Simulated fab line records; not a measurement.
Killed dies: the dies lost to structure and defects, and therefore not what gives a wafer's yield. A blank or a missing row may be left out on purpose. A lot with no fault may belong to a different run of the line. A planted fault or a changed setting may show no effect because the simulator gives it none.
fab line records | flow nand_harc
[record] lots = 13 wafers = 39 last_day = 23
route steps=1159 shown A_CONTACT@884
lots that met no fault: from a run of the same line without faults
start_h: start of the lot's first displayed wafer, in hours after the record's first day | wait_h: hours from the lot's prior step to this one | " same as the row above | L1.1+2: a single row standing in for several wafers | - no value, or no start given | * or withheld: withheld | < > ~ a bound
route shown NAME@n: names a module that has steps shown in the file, with the first one's number in the route | usual: mean and standard deviation over wafers with no fault | same: alike in all rows | chamber/n: place in a boat | sites: the reading at each site | _std_site: how widely they spread, as a standard deviation | _edge_site: inner sites' mean taken away from outer sites' mean | radius_mm: for every site, how far away it sits from the centre of the wafer | mask NAME#n: copy n | behind: the tool/chamber that last shaped the wafer | hold: why the lot was held/for how many hours/how that ended | device: the transistor (n, p or np) that didn't switch | end of line: tests of these same wafers at the route's end | a step without rows: its recipe alone | killed: count of dies lost to structure and defects at first sort (not the wafer's yield) | map: per-die view of a wafer (x killed, . not killed, _ where there is no die)
set.NAME: the setting the step ran with; set.NAME@STEP: the setting that earlier step ran with | model.NAME: the simulator's own value behind a step, which no gauge read
route steps across a sampled set of lots; one table per step, one row per wafer
services: a tool's chamber out of use, with start hour (start_h, from the record's first day; less than 0 if before it), hours out, and reason
[[steps]]
[step NHARC_A_CONTACT_DEP_57]
[recipe] target_thk_a = 28000 temp_c = 400 material = aC
[usual] throttle_valve_pct = 35.000/0.0099
// columns lot.wafer tool chamber start_h wait_h throttle_valve_pct
L298.1 acl_dep-03 0 378.09 - 34.995
L298.3 " 0 " " 35.016
L298.4 " 0 " " 35.010
L300.2 acl_dep-02 0 383.45 - 34.998
L300.3 " 0 " " 34.993
L300.5 " 0 " " 34.991
L302.1 acl_dep-02 0 407.74 - 34.999
L302.5 " 0 408.89 - 34.997
L302.6 " 0 " " 34.999
L306.1 acl_dep-02 0 421.66 - 34.983
L306.4 " 0 " " 34.989
L306.6 " 0 " " 34.997
L305.2 acl_dep-01 0 423.82 - 35.005
L305.5 " 0 " " 35.000
L305.6 " 0 " " 34.992
L304.3 acl_dep-01 0 428.41 - 34.991
L304.4 " 0 " " 34.988
L304.6 " 0 " " 35.006
L308.2 acl_dep-03 0 434.34 - 35.015
L308.3 " 0 " " 35.007
L308.4 " 0 " " 35.001
L312.2 acl_dep-01 0 444.07 - 34.998
L312.4 " 0 " " 35.005
L312.5 " 0 " " 34.985
L313.1 acl_dep-03 0 458.55 - 34.986
L313.5 " 0 459.71 - 35.004
L313.6 " 0 " " 34.996
L314.3 acl_dep-01 0 464.70 - 35.001
L314.4 " 0 " " 35.005
L314.5 " 0 " " 35.001
L317.2 acl_dep-02 0 486.01 - 34.990
L317.3 " 0 " " 34.997
L317.6 " 0 " " 35.009
L318.1 acl_dep-03 0 486.74 - 34.992
L318.4 " 0 " " 35.006
L318.6 " 0 " " 35.023
L320.1 acl_dep-03 0 491.79 - 35.014
L320.2 " 0 " " 34.999
L320.4 " 0 " " 34.988
[step NHARC_A_CONTACT_ETCH_75]
[recipe] target_depth_a = 390 over_etch_frac = 0.3 time_s = 65 ion_energy_ev = 80 cf4_flow_sccm = 150 ar_flow_sccm = 0 rf_w = 300 bias_w = 100 chemistry = CF4
[usual] drypump_motor_current_A = 5.5/0.49 oes_product_au = 1.001/0.0068 rf_vpp_V = 150.9/1.2 showerhead_plenum_p_Torr = 1.73/0.079 throttle_valve_pct = 13.285/0.0089
[same] time_s = 65
// columns lot.wafer tool chamber start_h wait_h drypump_motor_current_A oes_product_au rf_hours_counter_h rf_vpp_V showerhead_plenum_p_Torr throttle_valve_pct
L298.4 rie_diel-01 2 380.72 0.1 5.4 1.003 8 149.7 1.67 13.286
L298.1 " 3 " " 5.9 1.005 9 149.7 1.66 13.279
L298.3 " 0 " " 4.8 0.998 8 153.5 1.84 13.281
L300.3 rie_diel-04 0 385.81 0.1 5.8 1.003 35 150.8 1.65 13.279
L300.2 " 2 " " 6.3 1.003 32 153.8 1.90 13.278
L300.5 " 0 " " 5.8 0.991 - 149.4 1.65 13.271
L302.1 rie_diel-04 1 410.38 0.1 6.5 1.021 47 152.2 1.76 13.272
L302.5 " 2 " " 6.2 1.005 - 153.1 1.90 13.270
L302.6 " 3 " " 6.1 1.009 - 148.9 1.68 13.280
L306.1 rie_diel-01 3 424.45 0.1 5.9 1.010 16 151.1 1.66 13.284
L306.4 " 1 " " 5.1 0.999 - 150.1 1.70 13.281
L306.6 " 3 " " 5.9 1.001 - 149.4 1.66 13.281
L305.2 rie_diel-01 1 426.40 0.1 5.1 0.992 16 150.4 1.70 13.280
L305.5 " 0 " " 4.9 1.003 - 151.5 1.84 13.299
L305.6 " 1 " " 5.1 1.006 - 151.0 1.70 13.288
L304.3 rie_diel-01 0 430.59 0.1 4.9 1.000 16 152.4 1.84 13.278
L304.4 " 2 " " 5.3 0.992 18 149.4 1.67 13.263
L304.6 " 0 " " 4.9 1.000 - 152.8 1.84 13.279
L308.3 rie_diel-13 2 436.84 0.1 5.8 0.998 54 150.4 1.72 13.285
L308.2 " 3 " " 5.4 0.996 54 152.3 1.87 13.272
L308.4 " 1 " " 6.3 1.005 55 150.8 1.73 13.269
L312.4 rie_diel-01 1 447.03 0.4 5.1 0.999 22 150.6 1.70 13.283
L312.2 " 0 " " 4.9 1.006 21 152.4 1.84 13.288
L312.5 " 2 " " 5.3 1.001 - 151.0 1.67 13.290
L313.1 rie_diel-01 2 461.34 0.1 5.3 1.005 27 149.9 1.67 13.299
L313.6 " 2 " " 5.3 1.005 - 150.6 1.67 13.274
L313.5 " 3 " " 5.9 1.014 - 151.2 1.66 13.257
L314.3 rie_diel-01 2 466.86 0.1 5.3 1.005 29 150.4 1.67 13.291
L314.4 " 1 " " 5.1 0.996 28 149.6 1.70 13.277
L314.5 " 3 " " 5.9 1.003 - 151.1 1.66 13.281
L317.2 rie_diel-01 0 488.31 0.1 4.8 1.002 32 151.0 1.84 13.289
L317.3 " 2 " " 5.4 0.998 33 149.1 1.67 13.289
L317.6 " 3 " " 5.9 0.993 - 150.3 1.66 13.278
L318.1 rie_diel-04 2 489.54 0.1 6.3 1.003 4 154.1 1.89 13.307
L318.4 " 1 " " 6.5 1.018 4 149.5 1.75 13.285
L318.6 " 3 " " 6.1 0.997 - 150.1 1.68 13.279
L320.1 rie_diel-13 2 494.38 0.1 5.8 1.003 9 150.4 1.71 13.291
L320.2 " 3 " " 5.4 0.996 10 153.2 1.87 13.291
L320.4 " 0 " " 5.2 0.996 11 149.5 1.66 13.282
[step NHARC_A_CONTACT_ETCH_126]
[recipe] source_w = withheld pressure_mtorr = 20 bias_v = 1200 time_s = 155 target_depth_a = 9560 ar_flow_sccm = withheld c4f8_flow_sccm = withheld o2_flow_sccm = withheld chemistry = C4F8/O2/Ar
[usual] oes_air_line_au = 1.000/0.021
[same] time_s = 155
// columns lot.wafer tool chamber start_h wait_h oes_air_line_au rf_hours_counter_h
L298.1 har_cap_etch-02 0 382.12 0.1 1.031 10
L298.4 " 1 " " 0.986 -
L298.3 " 0 " " 0.999 -
L300.2 har_cap_etch-03 1 387.41 0.1 0.946 83
L300.3 " 1 " " 0.976 -
L300.5 " 0 " " 0.991 -
L302.1 har_cap_etch-03 0 412.09 0.1 1.028 87
L302.5 " 0 " " 1.025 -
L302.6 " 1 " " 0.988 -
L306.1 har_cap_etch-02 1 425.91 0.1 0.990 17
L306.4 " 1 " " 1.007 -
L306.6 " 1 " " 1.010 -
L305.2 har_cap_etch-03 1 427.84 0.1 0.981 90
L305.5 " 0 " " 0.975 -
L305.6 " 1 " " 0.995 -
L304.4 har_cap_etch-01 0 432.03 0.1 0.980 -
L304.3 " 1 " " 1.000 -
L304.6 " 1 " " 1.000 -
L308.2 har_cap_etch-03 1 438.32 0.2 0.978 93
L308.3 " 1 " " 1.007 -
L308.4 " 0 " " 0.989 -
L312.2 har_cap_etch-01 0 448.47 0.1 1.001 69
L312.4 " 1 " " 0.988 -
L312.5 " 1 " " 0.980 -
L313.1 har_cap_etch-01 1 462.82 0.1 1.016 74
L313.6 " 1 " " 0.966 -
L313.5 " 0 " " 0.978 -
L314.4 har_cap_etch-02 1 468.31 0.1 1.021 -
L314.3 " 0 " " 0.982 -
L314.5 " 0 " " 1.022 -
L317.2 har_cap_etch-03 1 489.70 0.1 1.022 102
L317.3 " 1 " " 1.005 -
L317.6 " 1 " " 1.017 -
L318.1 har_cap_etch-01 0 490.93 0.1 1.017 80
L318.4 " 0 " " 0.998 -
L318.6 " 1 " " 1.027 -
L320.1 har_cap_etch-03 0 495.88 0.1 0.998 103
L320.2 " 1 " " 0.967 103
L320.4 " 1 " " 0.971 -
[step NHARC_A_CONTACT_SOFTBAKE_03]
[recipe] temp_c = 105 time_s = 55
[usual] heater_power_total_W = 188.45/0.12
[same] time_s = 55
// columns lot.wafer tool chamber start_h wait_h heater_power_total_W
L298.1 litho_track-01 0 386 - 188.35
L298.3 " 0 " " 188.52
L298.4 " 0 " " 188.73
L300.2 litho_track-06 0 392 - 188.47
L300.3 " 0 " " 188.55
L300.5 " 0 " " 188.57
L302.1 litho_track-04 0 420 - 188.36
L302.5 " 0 " " 188.47
L302.6 " 0 " " 188.50
L306.1 litho_track-04 0 431 - 188.47
L306.4 " 0 " " 188.34
L306.6 " 0 " " 188.38
L305.2 litho_track-06 0 434 - 188.46
L305.5 " 0 " " 188.42
L305.6 " 0 " " 188.41
L304.3 litho_track-01 0 437 - 188.32
L304.4 " 0 " " 188.43
L304.6 " 0 " " 188.46
L308.2 litho_track-06 0 443 - 188.57
L308.3 " 0 " " 188.35
L308.4 " 0 " " 188.37
L312.2 litho_track-06 0 452 - 188.33
L312.4 " 0 " " 188.30
L312.5 " 0 " " 188.47
L313.1 litho_track-04 0 468 - 209.14
L313.5 " 0 " " 209.26
L313.6 " 0 " " 209.07
L314.3 litho_track-04 0 474 - 209.09
L314.4 " 0 " " 209.16
L314.5 " 0 " " 209.04
L317.2 litho_track-06 0 495 - 188.34
L317.3 " 0 " " 188.28
L317.6 " 0 " " 188.42
L318.1 litho_track-06 0 495 - 188.50
L318.4 " 0 " " 188.78
L318.6 " 0 " " 188.34
L320.1 litho_track-06 0 500 - 188.48
L320.2 " 0 " " 188.45
L320.4 " 0 " " 188.59
[[services]]
// columns tool chamber start_h hours kind
rie_diel-04 3 365.31 26.3 repair
rie_diel-01 0 372.87 - clean
rie_diel-01 1 372.87 - clean
rie_diel-01 2 372.87 - clean
rie_diel-01 3 372.87 - clean
rie_diel-01 0 391.93 6.4 repair
rie_diel-01 1 397.39 - clean
rie_diel-01 2 397.39 - clean
rie_diel-01 3 397.39 - clean
acl_dep-03 - 406.05 13.0 pm
rie_diel-04 0 406.09 10.4 repair
rie_diel-13 2 415.09 6.4 repair
rie_diel-01 0 421.96 - clean
rie_diel-01 1 421.96 - clean
rie_diel-01 2 421.96 - clean
rie_diel-01 0 422.42 2.4 repair
litho_track-01 - 443.00 7.0 pm
rie_diel-13 - 453.00 9.0 pm
litho_track-06 - 467.00 7.0 pm
rie_diel-04 - 467.04 9.0 pm
acl_dep-01 - 475.59 13.0 pm
har_cap_etch-01 - 479.00 0.8 repair
litho_track-04 - 491.00 7.0 pm
rie_diel-13 2 494.78 4.1 repair
[[key]]
[first_sign] step = NHARC_A_CONTACT_SOFTBAKE_03 reading = heater_power_total_W direction = up sigmas = 99+ usual = * struck = *
effect none on later readings
met_at NHARC_A_CONTACT_SOFTBAKE_03
struck_lots L313,L314
tester_left_out L313,L314
not_acting_at NHARC_A_CONTACT_DEP_57,NHARC_A_CONTACT_ETCH_75,NHARC_A_CONTACT_ETCH_126
onset_between 431 468
[fault] kind = process_parameter_drift tool = litho_track-04 chamber = - onset_h = 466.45 steps = NHARC_A_CONTACT_SOFTBAKE_03 channel = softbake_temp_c offset = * shape = step end_h = 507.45 acts_in = * stated = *
// tester_left_out: of these lots the tester's yield and bins aren't shown, on N5 and GAA mostly nor the transistor test; their killed dies are dies lost to structure and defects alone, not to doping, threshold or leakage, so they don't give the yield
